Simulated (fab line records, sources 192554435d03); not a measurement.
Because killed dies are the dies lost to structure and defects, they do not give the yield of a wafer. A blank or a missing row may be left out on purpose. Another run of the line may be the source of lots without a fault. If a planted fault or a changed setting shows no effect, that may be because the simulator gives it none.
Split-lot experiment    flow n5-finfet    21 wafers read across 7 lots, on a route 1938 steps long

## ABOUT THE SPLIT
At N5_BEOL_M5_COAT_05 (resist thk 30 nm), the setting spin-rpm was moved away from the recipe's 1500 rpm on 7 of the 21 wafers read, by -9.2% to -4.5%. For the rest of the wafers, this setting stayed at what the recipe calls for.

## FROM THE SPLIT TO THE READING: what the file shows between them, 2 steps
- N5_BEOL_M5_EBR_07
- N5_BEOL_M5_SOFTBAKE_06: time 60 s

## THE READING
CAR-EUV_of_BEOL_M5_COAT_05.thk-nm (the simulator's own value, which no gauge read), in nm, at N5_BEOL_M5_DESCUM_16 (chemistry O2, time 7 s). No usual value for it is given in the file. Average 26.1 nm, standard deviation 0.12 nm, over the 14 wafers here run with the recipe.

wafer   tool, chamber at the split  spin-rpm as run, rpm  against the recipe  CAR-EUV_of_BEOL_M5_COAT_05.thk-nm, nm  against lot-mates on the recipe
L078.1  litho-track-05, 0           1500                  recipe              25.8                                   -
L078.2  litho-track-05, 0           1376                  -8.3%               27.4                                   +1.6
L078.3  litho-track-05, 0           1376                  -8.3%               27.2                                   +1.4
L081.2  litho-track-05, 0           1430                  -4.7%               26.6                                   +0.6
L081.4  litho-track-05, 0           1500                  recipe              26                                     -
L081.5  litho-track-05, 0           1500                  recipe              26                                     -
L082.1  litho-track-01, 0           1500                  recipe              26                                     -
L082.5  litho-track-01, 0           1362                  -9.2%               27.6                                   +1.5
L082.6  litho-track-01, 0           1500                  recipe              26.2                                   -
L087.1  litho-track-05, 0           1500                  recipe              26                                     -
L087.3  litho-track-05, 0           1500                  recipe              26                                     -
L087.4  litho-track-05, 0           1500                  recipe              26.2                                   -
L088.1  litho-track-04, 0           1500                  recipe              26                                     -
L088.4  litho-track-04, 0           1433                  -4.5%               26.6                                   +0.6
L088.6  litho-track-04, 0           1433                  -4.5%               26.8                                   +0.8
L090.2  litho-track-01, 0           1500                  recipe              26.2                                   -
L090.4  litho-track-01, 0           1500                  recipe              26.2                                   -
L090.5  litho-track-01, 0           1433                  -4.5%               26.8                                   +0.6
L097.1  litho-track-04, 0           1500                  recipe              26.2                                   -
L097.5  litho-track-04, 0           1500                  recipe              26                                     -
L097.6  litho-track-04, 0           1500                  recipe              26                                     -

THE FIT
A straight line over all 21 wafers: CAR-EUV_of_BEOL_M5_COAT_05.thk-nm changes by -0.154 nm for each +1% of spin-rpm; r = -0.97; the points scatter about the line by 0.12 nm.
The same after taking each lot's own level away (the mean of its wafers on the recipe; 21 wafers): -0.168 nm for each +1%; r = -0.98; scatter 0.1 nm.
That fit puts the effect of the largest move of spin-rpm on the reading at 1.5 nm.
From 25.80 to 26.20 nm: that is the span of the lots' own levels, equal to 3.4 times the standard deviation above.
Consequently the slope shifts little with the lot-to-lot level, the two slopes agreeing.
Check: with one of the wafers moved furthest among these (-9.2%) left out of the fit, the line predicts +1.55 nm for it against its lot-mates. Against them it came out at +1.5 nm.

## FURTHER SPLITS ON THESE WAFERS
Note: prior to the reading, these wafers also went through further splits. Each is held against what the fit with the lots' levels taken away leaves over:
other split on the same wafers  wafers away from the commonest value  r with CAR-EUV_of_BEOL_M5_COAT_05.thk-nm (lot level and that fit taken away)
N5_BEOL_M2_EXPOSE_08 dose-mj    6                                     +0.07
N5_BEOL_M4_COAT_67 spin-rpm     6                                     +0.07
N5_BEOL_M4_DESCUM_33 time-s     3                                     +0.30

## THE WHOLE CHAIN: every reading that the file lists as answering this split, in the file's order
step                  what it does            reading                                                                             change (the file's fit)                r (the file's)
N5_BEOL_M5_COAT_05    resist thk 30 nm        CAR-EUV_of_BEOL_M5_COAT_05.thk-nm (the simulator's own value, which no gauge read)  -0.165 nm for each +1% of the setting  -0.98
N5_BEOL_M5_DESCUM_16  chemistry O2, time 7 s  CAR-EUV_of_BEOL_M5_COAT_05.thk-nm (the simulator's own value, which no gauge read)  -0.162 nm for each +1% of the setting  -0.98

## FILE'S OWN FIT
CAR-EUV_of_BEOL_M5_COAT_05.thk-nm changes by -0.162 nm for each +1% of spin-rpm, r = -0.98.
